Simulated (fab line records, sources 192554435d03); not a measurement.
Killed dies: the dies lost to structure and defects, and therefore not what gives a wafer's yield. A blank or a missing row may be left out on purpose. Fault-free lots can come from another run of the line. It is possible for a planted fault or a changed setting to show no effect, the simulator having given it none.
The tool behind it: which one?	flow n5Finfet	Sampling: 10 lots, 30 wafers, 4 of 1938 route steps

WHAT THE GAUGES SHOWED, per wafer
N5_BEOL_M4_RC_MEAS_101.
lot	measured	on	RS_PWELL (ohm/sq)
L905	day 8 08:55	prober-02	3015 2996 3015
L906	day 8 13:37	prober-01	3039 3041 3019
L910	day 9 22:27	prober-01	3007 3023 3043
L917	day 11 12:10	prober-02	22293 22385 22469
L918	day 11 16:40	prober-01	22365 22307 22397
L919	day 11 20:44	prober-02	22558 22517 22252
L922	day 12 14:55	prober-02	3015 3025 3007
L924	day 13 14:23	prober-01	3027 3034 3020
L925	day 13 05:23	prober-02	3027 3017 3035
L927	day 13 21:46	prober-01	2971 3029 3029

EACH LOT AND THE TOOL THAT RAN IT (in order: tool; ch and the chambers of the sampled wafers; start)
lot	N5_ZERO_LAYER_STRIP_24	N5_WELL_APT_IMPLANT_31	N5_PMOS_HMC_CHANNEL_EPI_HM_DEP_34
L905	plasmaAsher-01 ch 0, day 1 19:01	implanter-01 ch 0, day 1 21:12	pecvd-01 ch 0,1, day 1 22:49
L906	plasmaAsher-01 ch 0,1, day 2 01:01	implanter-02 ch 0, day 2 03:01	pecvd-01 ch 1,2, day 2 05:20
L910	plasmaAsher-01 ch 0,1, day 3 01:01	implanter-02 ch 0, day 3 03:05	pecvd-01 ch 0,2, day 3 04:58
L917	plasmaAsher-02 ch 0,1, day 4 19:02	implanter-01, day 4 22:01	pecvd-04 ch 0,2, day 4 23:34
L918	plasmaAsher-01 ch 0,1, day 5 00:59	implanter-02, day 5 03:01	pecvd-01 ch 0,1,2, day 5 04:32
L919	plasmaAsher-01 ch 0,1, day 5 07:22	implanter-01, day 5 09:36	pecvd-03 ch 0,1,2, day 5 11:23
L922	plasmaAsher-02 ch 0,1, day 6 00:59	implanter-01 ch 0, day 6 02:57	pecvd-04 ch 1,2, day 6 04:31
L924	plasmaAsher-01 ch 0,1, day 6 13:17	implanter-02 ch 0, day 6 15:42	pecvd-04 ch 0,1,2, day 6 17:17
L925	plasmaAsher-02 ch 0,1, day 6 19:05	implanter-02 ch 0, day 6 21:20	pecvd-04 ch 0,1, day 6 23:05
L927	plasmaAsher-02 ch 0,1, day 7 07:05	implanter-02 ch 0, day 7 09:07	pecvd-01 ch 0,2, day 7 10:39
- N5_ZERO_LAYER_STRIP_24: strips in O2.
- N5_WELL_APT_IMPLANT_31
- N5_PMOS_HMC_CHANNEL_EPI_HM_DEP_34: deposits SiO2 from TEOS/O2, target thk 36 nm, time 6.9 s.

THE ANSWER, worked out from the rows above alone
Rule: the usual values come from the lots themselves. The widest of any qualifying gaps counts: lots, ordered by their means at a reading, are off when they make up no more than a third of the lots, leave a main group of 4 or more, and stand apart from it by 3 or more times the standard deviation of that group's means. The tables above print the reading to a certain number of digits; a main group whose means all agree to those digits is not used. Also off: a lot with no number at a reading for which 4 or more lots have one. Where the step has rows for the other lots, those lots are counted as sound.
Off: L917, L918, L919, at N5_BEOL_M4_RC_MEAS_101 (RS_PWELL). The main group: mean 3021 ohm/sq, standard deviation 8.7.
A tool fits if, at a process step before that reading, it ran every lot that is off, and no sound lot after the first of them. Gauges at N5_BEOL_M4_RC_MEAS_101: tried the same way as those tools. No candidate that was tried fits.

WHAT HAD BEEN PUT IN BY THE SIMULATOR
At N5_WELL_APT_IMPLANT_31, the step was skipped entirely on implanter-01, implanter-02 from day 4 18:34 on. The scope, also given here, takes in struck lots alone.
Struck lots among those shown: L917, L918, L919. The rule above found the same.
